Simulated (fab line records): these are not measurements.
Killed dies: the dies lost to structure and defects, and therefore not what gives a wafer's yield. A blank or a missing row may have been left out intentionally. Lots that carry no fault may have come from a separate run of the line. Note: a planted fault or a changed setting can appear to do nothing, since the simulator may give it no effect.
Which tool is to blame? | flow n5Finfet | Sampling: 14 lots, 40 wafers, 6 of 1938 route steps

## WHAT EACH GAUGE READ, for each wafer
N5_PMOS_HMC_CHANNEL_EPI_OVL_MEAS_10. Usual: PMOS_HMC_BLK_OVL typically reads 0.4 nm, with standard deviation 0.74.
lot  | measured    | on         | PMOS_HMC_BLK_OVL (nm) | flag
L592 | day 1 17:05 | overlay-02 | 0.9 0.5 1.6           | 
L593 | day 1 23:04 | overlay-01 | 1.1 1.4 0.3           | 
L594 | day 2 05:16 | overlay-01 | 0.8 1.0 0.6           | 
L595 | day 2 11:19 | overlay-02 | 0.1 1.0 -0.7          | 
L596 | day 2 18:08 | overlay-02 | 0.4 -0.3 -0.2         | 
L597 | day 2 23:08 | overlay-01 | 0.2 -0.4 0.4          | 
L604 | day 4 17:41 | overlay-01 | 0.7 0.4 0.2           | 
L606 | day 5 05:17 | overlay-01 | -0.3 -0.1 0.7         | 
L607 | day 5 11:56 | overlay-01 | 1.0                   | 
L611 | day 6 11:02 | overlay-01 | 1.3 -0.1 0.5          | 
L612 | day 6 17:38 | overlay-01 | -0.3 1.0 0.3          | 
L613 | day 6 23:04 | overlay-02 | 0.7 -0.8 -0.4         | 
L614 | day 7 05:08 | overlay-02 | 0.9 2.2 1.2           | 
L615 | day 7 11:29 | overlay-01 | -0.1 -0.5 -0.4        | 

N5_PMOS_HMC_CHANNEL_EPI_THK_MEAS_22. Usual: HMC_CMP_THK typically reads 54.0 nm, with standard deviation 0.46.
lot  | measured    | on           | HMC_CMP_THK (nm) | flag
L592 | day 1 19:48 | filmMetro-01 | 53.5 53.8 53.8   | 
L593 | day 2 01:28 | filmMetro-02 | 55.1 53.6 54.3   | 
L594 | day 2 07:59 | filmMetro-01 | 53.3 53.8 53.6   | 
L595 | day 2 14:27 | filmMetro-02 | 54.9 53.8 53.8   | 
L596 | day 2 20:32 | filmMetro-01 | 54.7 54.0 55.0   | 
L597 | day 3 01:51 | filmMetro-01 | 54.1 54.3 53.6   | 
L604 | day 4 20:01 | filmMetro-01 | 53.6 54.6 53.8   | 
L606 | day 5 07:36 | filmMetro-01 | 35.9 36.8 54.9   | OFF
L607 | day 5 15:11 | filmMetro-01 | 37.1             | OFF
L611 | day 6 13:45 | filmMetro-02 | 53.3 53.9 53.5   | 
L612 | day 6 19:59 | filmMetro-01 | 54.0 54.0 53.0   | 
L613 | day 7 02:02 | filmMetro-02 | 53.9 53.4 53.9   | 
L614 | day 7 07:41 | filmMetro-01 | 54.5 53.7 53.9   | 
L615 | day 7 13:56 | filmMetro-02 | 54.5 54.7 54.5   | 

N5_BEOL_M4_RC_MEAS_101. Usual: CJ_P 5.79, standard deviation 0.11; DIBL_N 35.8 mV/V, standard deviation 1.4; DIBL_P 35.8 mV/V, standard deviation 1.6; IOFF_N 0.152 nA/um, standard deviation 0.021; IOFF_P 0.204 nA/um, standard deviation 0.027; IOFF_P_85C 3.6 nA/um, standard deviation 0.39; IOFF_P_LIN 0.099 nA/um, standard deviation 0.011; IOFF_P_LONG 0.000107 nA/um, standard deviation 8e-06; ION_N 672 uA/um, standard deviation 8.7; ION_P 461 uA/um, standard deviation 6.2; REXT_P 101.1 ohm.um, standard deviation 2.3; RS_NWELL 1038 ohm/sq, standard deviation 7.3; SS_N 71.5 mV/dec, standard deviation 0.54; SS_P 73.1 mV/dec, standard deviation 0.57; VT_N 250.0 mV, standard deviation 2.5; VT_P -250.6 mV, standard deviation 2.7; VT_P_LONG -274.6 mV, standard deviation 2.8.
lot  | measured     | on        | CJ_P           | DIBL_N (mV/V)  | DIBL_P (mV/V)    | IOFF_N (nA/um)    | IOFF_P (nA/um)      | IOFF_P_85C (nA/um) | IOFF_P_LIN (nA/um) | IOFF_P_LONG (nA/um)        | ION_N (uA/um) | ION_P (uA/um) | REXT_P (ohm.um)   | RS_NWELL (ohm/sq) | SS_N (mV/dec)  | SS_P (mV/dec)    | VT_N (mV)         | VT_P (mV)            | VT_P_LONG (mV)       | flag
L592 | day 8 16:16  | prober-01 | 5.67 5.80 5.74 | 35.2 33.2 34.6 | 35.6 33.7 34.7   | 0.168 0.141 0.152 | 0.230 0.197 0.206   | 3.9 3.4 3.6        | 0.113 0.100 0.104  | 0.000118 0.000115 0.000115 | 678 680 673   | 466 463 463   | 99.2 97.6 99.3    | 1041 1033 1039    | 71.2 70.2 71.4 | 72.4 72.3 73.0   | 247.5 251.0 249.4 | -248.2 -248.5 -247.2 | -271.2 -272.8 -270.5 | 
L593 | day 9 00:26  | prober-01 | 5.65 5.93 5.82 | 36.7 35.8 35.3 | 38.0 37.4 36.7   | 0.175 0.163 0.156 | 0.212 0.192 0.185   | 3.7 3.5 3.4        | 0.098 0.090 0.089  | 0.0001 0.000104 0.000101   | 683 692 680   | 463 462 461   | 102.5 102.7 103.2 | 1036 1033 1030    | 72.8 72.6 72.0 | 73.2 72.9 72.8   | 251.0 249.6 250.9 | -252.0 -252.6 -254.4 | -277.3 -274.4 -276.6 | 
L594 | day 8 23:56  | prober-02 | 5.93 5.90 5.90 | 34.7 35.5 35.3 | 34.2 35.7 34.9   | 0.138 0.151 0.144 | 0.192 0.212 0.207   | 3.4 3.7 3.6        | 0.096 0.103 0.101  | 0.000113 0.000112 0.00011  | 671 678 673   | 461 464 460   | 104.8 103.7 104.6 | 1037 1030 1036    | 71.9 71.5 71.2 | 73.5 73.1 73.0   | 247.8 248.7 247.1 | -249.0 -249.7 -249.5 | -273.8 -277.9 -275.9 | 
L595 | day 9 06:34  | prober-01 | 5.57 5.79 5.85 | 36.0 34.9 37.7 | 32.6 31.8 34.9   | 0.124 0.118 0.149 | 0.196 0.184 0.226   | 3.4 3.2 3.8        | 0.101 0.095 0.113  | 0.000115 0.000119 0.000122 | 663 667 677   | 462 457 468   | 102.9 105.1 102.6 | 1044 1034 1045    | 71.8 70.7 71.3 | 72.6 72.6 73.8   | 254.1 252.7 250.1 | -248.2 -249.2 -246.0 | -273.6 -271.1 -269.8 | 
L596 | day 9 07:11  | prober-02 | 5.62 5.78 5.60 | 35.7 35.0 35.7 | 36.7 35.6 37.1   | 0.159 0.147 0.171 | 0.223 0.202 0.229   | 3.9 3.6 3.9        | 0.113 0.104 0.115  | 0.000109 0.000111 0.000107 | 679 667 686   | 466 464 463   | 101.7 101.2 101.3 | 1038 1036 1033    | 72.1 71.3 71.1 | 73.0 72.2 72.8   | 247.3 246.3 245.7 | -249.0 -247.8 -248.5 | -271.7 -269.9 -272.7 | 
L597 | day 9 15:29  | prober-01 | 5.92 5.84 5.97 | 36.1 35.1 35.7 | 38.4 36.2 37.7   | 0.167 0.140 0.160 | 0.224 0.187 0.219   | 3.9 3.3 3.8        | 0.103 0.091 0.101  | 9.8e-05 9.5e-05 9.9e-05    | 683 663 672   | 465 452 467   | 96.4 97.2 96.7    | 1037 1039 1037    | 71.4 71.5 71.5 | 73.3 72.1 72.7   | 250.7 252.5 250.2 | -252.5 -252.6 -250.2 | -278.4 -278.3 -275.1 | 
L604 | day 11 01:29 | prober-01 | 5.90 5.71 5.78 | 36.2 35.8 35.5 | 36.1 35.8 34.8   | 0.148 0.143 0.141 | 0.185 0.178 0.175   | 3.3 3.2 3.2        | 0.088 0.086 0.086  | 9.5e-05 9e-05 9.3e-05      | 660 672 667   | 450 460 459   | 102.4 101.4 102.1 | 1022 1036 1030    | 71.7 71.3 71.3 | 73.4 73.4 73.7   | 250.4 250.5 252.3 | -254.4 -254.1 -250.3 | -277.0 -280.7 -278.5 | 
L606 | day 12 02:23 | prober-02 | 3.90 3.61 5.75 | 34.7 36.9 35.3 | 150.6 185.4 36.8 | 0.136 0.163 0.153 | 53.040 111.43 0.212 | 379.2 702.7 3.7    | 0.659 1.226 0.100  | 6e-05 5.9e-05 9.9e-05      | 669 663 670   | 322 317 464   | 124.0 126.3 97.7  | 1080 1073 1040    | 71.7 71.9 71.3 | 148.9 160.5 73.0 | 250.8 249.7 247.0 | -252.6 -250.3 -251.7 | -288.5 -287.8 -274.8 | OFF
L607 | day 12 05:31 | prober-01 | 4.31           | 38.6           | 142.7            | 0.179             | 50.572              | 358.1              | 0.664              | 6.4e-05                    | 675           | 331           | 121.0             | 1070              | 72.2           | 147.5            | 247.4             | -251.8               | -287.0               | OFF
L611 | day 13 14:13 | prober-02 | 5.98 5.99 5.97 | 34.4 37.6 36.8 | 32.6 37.1 35.8   | 0.107 0.159 0.135 | 0.163 0.227 0.200   | 2.9 3.9 3.4        | 0.085 0.107 0.097  | 0.000109 0.000109 0.000108 | 665 670 660   | 465 465 457   | 100.8 99.9 101.0  | 1023 1034 1029    | 71.2 71.1 72.2 | 72.1 73.9 73.2   | 252.2 249.6 253.0 | -253.7 -247.9 -249.8 | -273.0 -273.7 -273.6 | 
L612 | day 13 11:38 | prober-02 | 5.82 5.71 5.94 | 33.6 34.1 33.5 | 34.9 35.2 34.8   | 0.132 0.138 0.126 | 0.169 0.173 0.167   | 3.0 3.1 3.0        | 0.082 0.084 0.082  | 9.5e-05 9.4e-05 9.9e-05    | 659 663 671   | 453 460 455   | 101.7 102.8 100.7 | 1055 1038 1050    | 70.6 70.7 70.5 | 72.8 72.7 73.0   | 252.8 249.9 252.3 | -251.8 -253.6 -254.0 | -276.3 -276.9 -276.4 | 
L613 | day 13 20:19 | prober-01 | 5.76 5.94 5.72 | 37.1 37.5 37.0 | 36.6 37.4 37.1   | 0.175 0.194 0.192 | 0.236 0.260 0.255   | 4.0 4.3 4.2        | 0.114 0.120 0.120  | 0.000115 0.000114 0.000114 | 681 680 692   | 469 468 478   | 103.8 102.7 103.3 | 1041 1038 1030    | 71.5 71.4 70.6 | 73.4 74.0 73.7   | 250.5 246.3 244.7 | -247.9 -245.3 -246.4 | -271.8 -274.7 -272.4 | 
L614 | day 14 04:25 | prober-02 | 5.77 5.83 5.81 | 36.5 36.4 36.7 | 34.4 34.3 34.6   | 0.165 0.173 0.174 | 0.203 0.205 0.209   | 3.5 3.5 3.6        | 0.099 0.100 0.102  | 0.000109 0.000112 0.00011  | 681 680 670   | 463 457 466   | 101.4 102.0 102.7 | 1036 1036 1039    | 71.1 71.3 71.8 | 74.1 72.7 73.6   | 247.6 247.0 247.0 | -251.2 -249.2 -248.4 | -273.4 -273.7 -272.0 | 
L615 | day 13 21:54 | prober-01 | 5.66 5.67 5.66 | 35.5 36.2 35.4 | 34.8 35.3 34.3   | 0.152 0.175 0.147 | 0.199 0.220 0.200   | 3.5 3.8 3.5        | 0.095 0.104 0.097  | 0.000107 0.000106 0.000108 | 663 669 670   | 452 461 460   | 104.2 103.4 103.6 | 1035 1031 1036    | 72.0 72.1 71.0 | 72.9 72.5 72.5   | 249.4 246.1 251.8 | -251.6 -247.8 -249.4 | -273.5 -274.1 -272.3 | 

## EACH LOT AND THE TOOL THAT RAN IT (in order: tool; ch and the chambers of the sampled wafers; start)
lot  | N5_PMOS_HMC_CHANNEL_EPI_STRIP_33 | N5_PMOS_HMC_CHANNEL_EPI_EPI_20 | N5_FIN_SAQP_ALD_61
L592 | rieDiel-06 ch 1,2,3, day 1 17:16 | epiRpcvd-02 ch 0, day 1 18:02  | aldSin-01 ch 1,2,3, day 1 21:08
L593 | rieDiel-03 ch 1,2, day 1 23:18   | epiRpcvd-01 ch 0, day 2 00:13  | aldSin-03 ch 0,2, day 2 02:04
L594 | rieDiel-06 ch 2,3, day 2 05:27   | epiRpcvd-01 ch 0, day 2 06:13  | aldSin-01 ch 1,3, day 2 08:59
L595 | rieDiel-04 ch 0,2,3, day 2 11:55 | epiRpcvd-02 ch 0, day 2 12:40  | aldSin-01 ch 0,2, day 2 15:09
L596 | rieDiel-06 ch 0,2,3, day 2 18:20 | epiRpcvd-04 ch 0, day 2 19:14  | aldSin-03 ch 0,1,2, day 2 21:14
L597 | rieDiel-04 ch 0,1,3, day 2 23:19 | epiRpcvd-01 ch 0, day 2 23:49  | aldSin-02 ch 0,1,3, day 3 02:27
L604 | rieDiel-04 ch 0,1, day 4 17:53   | epiRpcvd-02 ch 0, day 4 18:47  | aldSin-01 ch 0,2, day 4 20:59
L606 | rieDiel-04 ch 1,2,3, day 5 05:29 | epiRpcvd-02 ch 0, day 5 06:10  | aldSin-01 ch 1,2,3, day 5 08:28
L607 | rieDiel-04 ch 0, day 5 12:49     | epiRpcvd-02 ch 0, day 5 13:33  | aldSin-01 ch 1, day 5 16:01
L611 | rieDiel-03 ch 0,3, day 6 11:13   | epiRpcvd-01 ch 0, day 6 11:43  | aldSin-01 ch 0,1,2, day 6 14:47
L612 | rieDiel-03 ch 0,1,2, day 6 17:50 | epiRpcvd-04 ch 0, day 6 18:20  | aldSin-01 ch 0,1,3, day 6 20:37
L613 | rieDiel-04 ch 1,2,3, day 6 23:16 | epiRpcvd-01 ch 0, day 7 00:16  | aldSin-02 ch 1,2, day 7 02:50
L614 | rieDiel-03 ch 0,1,2, day 7 05:20 | epiRpcvd-04 ch 0, day 7 06:14  | aldSin-02 ch 2,3, day 7 10:25
L615 | rieDiel-04 ch 0,1,3, day 7 11:47 | epiRpcvd-01 ch 0, day 7 12:53  | aldSin-01 ch 0,3, day 7 14:39
- N5_PMOS_HMC_CHANNEL_EPI_STRIP_33: strips in N2/H2.
- N5_PMOS_HMC_CHANNEL_EPI_EPI_20: deposits SiGe30, target thk 59 nm.
- N5_FIN_SAQP_ALD_61: deposits SiO2, target thk 4 nm, pulse time 1 s, purge time 2 s.

## WHAT THE TOOLS THEMSELVES READ (means of the sampled wafers that have a number; where no wafer has one, the mark that the record gives instead)
N5_PMOS_HMC_CHANNEL_EPI_STRIP_33. Usual: drypumpMotorCurrentA 5.8 A, standard deviation 0.31; oesProductAu 0.78 a.u., standard deviation 0.091; powerW 499.7 W, standard deviation 1.4; rfVppV 54.5 V, standard deviation 1.6; showerheadPlenumPTorr 3.40 Torr, standard deviation 0.11; throttleValvePct 18.9 %, standard deviation 0.4.
lot  | tool       | drypumpMotorCurrentA (A) | oesProductAu (a.u.) | powerW (W) | rfVppV (V) | showerheadPlenumPTorr (Torr) | throttleValvePct (%) | flag
L592 | rieDiel-06 | 5.9                      | 0.77                | 498.8      | 54.0       | 3.25                         | 19.0                 | 
L593 | rieDiel-03 | 5.7                      | 0.75                | 499.1      | 55.5       | 3.39                         | 19.1                 | 
L594 | rieDiel-06 | 5.8                      | 0.77                | 500.3      | 53.2       | 3.25                         | 19.1                 | 
L595 | rieDiel-04 | 5.9                      | 0.77                | 500.4      | 55.1       | 3.45                         | 19.0                 | 
L596 | rieDiel-06 | 5.8                      | 0.75                | 499.0      | 54.4       | 3.33                         | 19.2                 | 
L597 | rieDiel-04 | 5.7                      | 0.78                | 498.4      | 55.3       | 3.46                         | 18.8                 | 
L604 | rieDiel-04 | 5.7                      | 0.83                | 500.6      | 55.6       | 3.44                         | 18.6                 | 
L606 | rieDiel-04 | 5.8                      | 0.77                | 499.4      | 55.0       | 3.50                         | 19.0                 | 
L607 | rieDiel-04 | 5.8                      | 0.95                | 502.0      | 54.3       | 3.31                         | 18.3                 | 
L611 | rieDiel-03 | 6.2                      | 0.79                | 500.5      | 54.6       | 3.32                         | 18.6                 | 
L612 | rieDiel-03 | 5.6                      | 0.81                | 501.3      | 54.2       | 3.41                         | 18.9                 | 
L613 | rieDiel-04 | 5.8                      | 0.77                | 499.7      | 54.7       | 3.50                         | 19.1                 | 
L614 | rieDiel-03 | 5.6                      | 0.81                | 499.0      | 54.9       | 3.41                         | 18.9                 | 
L615 | rieDiel-04 | 5.7                      | 0.84                | 499.2      | 54.9       | 3.45                         | 18.7                 | 

N5_PMOS_HMC_CHANNEL_EPI_EPI_20. Usual: susceptor_temp_C_max reads 601.2 (standard deviation 0.54).
lot  | tool        | susceptor_temp_C_max | flag
L592 | epiRpcvd-02 | 602.0                | 
L593 | epiRpcvd-01 | 600.4                | 
L594 | epiRpcvd-01 | 600.6                | 
L595 | epiRpcvd-02 | 601.3                | 
L596 | epiRpcvd-04 | 601.8                | 
L597 | epiRpcvd-01 | 600.5                | 
L604 | epiRpcvd-02 | 601.4                | 
L606 | epiRpcvd-02 | 601.3                | 
L607 | epiRpcvd-02 | 602.7                | 
L611 | epiRpcvd-01 | 600.7                | 
L612 | epiRpcvd-04 | 601.6                | 
L613 | epiRpcvd-01 | 600.2                | 
L614 | epiRpcvd-04 | 601.0                | 
L615 | epiRpcvd-01 | 600.9                | 

N5_FIN_SAQP_ALD_61. Usual: heaterPowerW 497 W, standard deviation 50; precursorPulseHeightRel 1.002, standard deviation 0.018.
lot  | tool      | heaterPowerW (W) | precursorPulseHeightRel | flag
L592 | aldSin-01 | 473              | 1.009                   | 
L593 | aldSin-03 | 491              | 1.010                   | 
L594 | aldSin-01 | 489              | 0.989                   | 
L595 | aldSin-01 | 504              | 1.006                   | 
L596 | aldSin-03 | 461              | 1.005                   | 
L597 | aldSin-02 | 541              | 1.004                   | 
L604 | aldSin-01 | 504              | 0.996                   | 
L606 | aldSin-01 | 483              | 0.994                   | 
L607 | aldSin-01 | 481              | 1.001                   | 
L611 | aldSin-01 | 483              | 1.001                   | 
L612 | aldSin-01 | 504              | 0.984                   | 
L613 | aldSin-02 | 501              | 0.986                   | 
L614 | aldSin-02 | 516              | 0.997                   | 
L615 | aldSin-01 | 530              | 1.001                   | 

## THE ANSWER, worked out from the rows above alone
Rule: a lot is off if the mean of its wafers that have a number lies more than 3 standard deviations from the usual mean. A lot without any number at a reading at which 4 lots or more have one is off too. All remaining lots with rows at the step are treated as sound. The gauges are gone through in route order, then the tools' own readings, and for those a lot's mean is taken as printed above. At the first step where some lot is off, the reading lying furthest off is the one used; lots without a number count as furthest.
Off: L606, L607, at N5_PMOS_HMC_CHANNEL_EPI_THK_MEAS_22 (HMC_CMP_THK).
A tool fits if, at a process step before that reading, it ran every lot that is off, and no sound lot after the first of them. Not tried: the gauges at N5_PMOS_HMC_CHANNEL_EPI_THK_MEAS_22; whatever is off there is also off at N5_BEOL_M4_RC_MEAS_101, on other tools, and gauge error can't account for it. One fits: N5_PMOS_HMC_CHANNEL_EPI_EPI_20 on epiRpcvd-02. Its last sound lot is L604 (day 4 18:47), its first lot that is off L606 (day 5 06:10): a fault that began between those two fits.

## WHAT WAS PUT IN BY THE SIMULATOR
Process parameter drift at N5_PMOS_HMC_CHANNEL_EPI_EPI_20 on epiRpcvd-02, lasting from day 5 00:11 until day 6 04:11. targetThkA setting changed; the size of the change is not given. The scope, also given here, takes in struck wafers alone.
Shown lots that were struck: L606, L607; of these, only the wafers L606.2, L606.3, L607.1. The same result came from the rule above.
